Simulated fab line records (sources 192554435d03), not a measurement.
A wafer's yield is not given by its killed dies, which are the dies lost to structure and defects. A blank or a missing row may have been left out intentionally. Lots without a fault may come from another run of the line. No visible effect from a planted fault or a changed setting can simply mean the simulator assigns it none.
Code-filled problem report in 8D (eight disciplines) form | flow n5Finfet | the parts of the form that need people (team, actions taken, sign-off) are left out

== 1. THE PROBLEM ==
Mean of timeToEndpointS at N5_BEOL_M11_CMP_52: 35.1 s across 3 wafers in 2 lots; on wafers with no fault it is 65.7 s (standard deviation 2.6). Measured from the usual mean, that is -12 standard deviations.
The step: polishes, stops on SiCOH lowk, t overpolish 7 s, target thk 140 nm.
First observed at day 13 17:12: wafer L162.1, on cmp-04. Wafers with a number at this step in the record: 33, from 11 lots. Rule for "out" (also "out of limits"): further than 4 standard deviations from the usual mean. Any other wafer with a number is counted as sound.

== 2. WHAT IT IS, AND WHAT IT ISN'T ==
question                    | is                     | is not
which readings at this step | timeToEndpointS        | motorCurrentA, slurryFlowMlMin
which lots                  | L162, L164             | L150, L152, L157, L158, L161, L169, L170, L172, L173
which wafers of those lots  | L162.1, L162.6, L164.6 | L162.5, L164.2, L164.5
read on which tools         | cmp-04                 | cmp-02, cmp-03
when                        | from day 13 17:12      | up to then (16 sound wafers); but 14 sound wafers of L164, L169, L170, L172, L173 came after

== 3. SUSPECTS, AND WHAT RULES EACH OUT ==
Counting: if a tool at a process step up to the reading ran every lot that is out, it stays a suspect. Sound lots after the first of them don't rule it out here, since some wafers of a struck lot are sound.
- ecdCu-02 at N5_BEOL_M11_ECD_50 (material Cu, target thk 318 nm): kept. Every lot that is out went through it, the first being L162 (day 13 16:22); the last sound lot it ran before that was L161 (day 13 09:02).
- cmp-04 at N5_BEOL_M11_CMP_52 (polishes, stops on SiCOH lowk, t overpolish 7 s, target thk 140 nm): kept. Every lot that is out went through it, the first being L162 (day 13 17:12); the last sound lot it ran before that was L157 (day 12 16:24). On those wafers its own readings are out: timeToEndpointS.
What counting leaves: ecdCu-02 at N5_BEOL_M11_ECD_50 and cmp-04 at N5_BEOL_M11_CMP_52.

== 4. THE CAUSE (what the simulator had put in) ==
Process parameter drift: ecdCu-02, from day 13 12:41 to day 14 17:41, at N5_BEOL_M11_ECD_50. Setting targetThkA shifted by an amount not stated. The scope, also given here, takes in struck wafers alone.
Counting leaves 2 suspects; this tool is one of them.

== 5. THE CHAIN OF EFFECTS, in route order ==
One row per reading whose mean, taken over the struck wafers that have a number, lies over 3 standard deviations from the usual. Scope: only readings with a usual standard deviation given in the record; hours: median across lots of the time from each lot's start at the first step in this table that gives one to its start at this step; sigmas: change in usual standard deviations.
hours | step               | reading         | usual  | on struck wafers | change | sigmas
0     | N5_BEOL_M11_CMP_52 | timeToEndpointS | 65.7 s | 35.1             | -30.6  | -12
The process steps in it:
- N5_BEOL_M11_CMP_52: polishes, stops on SiCOH lowk, t overpolish 7 s, target thk 140 nm.
Later steps that measure or inspect, where all struck wafers having a row at the step show a number for every such reading and not one has moved that far: N5_BEOL_M11_THK_MEAS_53, N5_BEOL_M12_THK_MEAS_01.

== 6. HOW IT WOULD HAVE BEEN CAUGHT EARLIER ==
In this record no reading fell out of limits until day 13 17:12, 5 hours after the fault had begun at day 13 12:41.
Lots out: 2; of these, L164 started N5_BEOL_M11_ECD_50 on ecdCu-02 after day 13 17:12. A tool hold placed at that time would have kept it from harm.
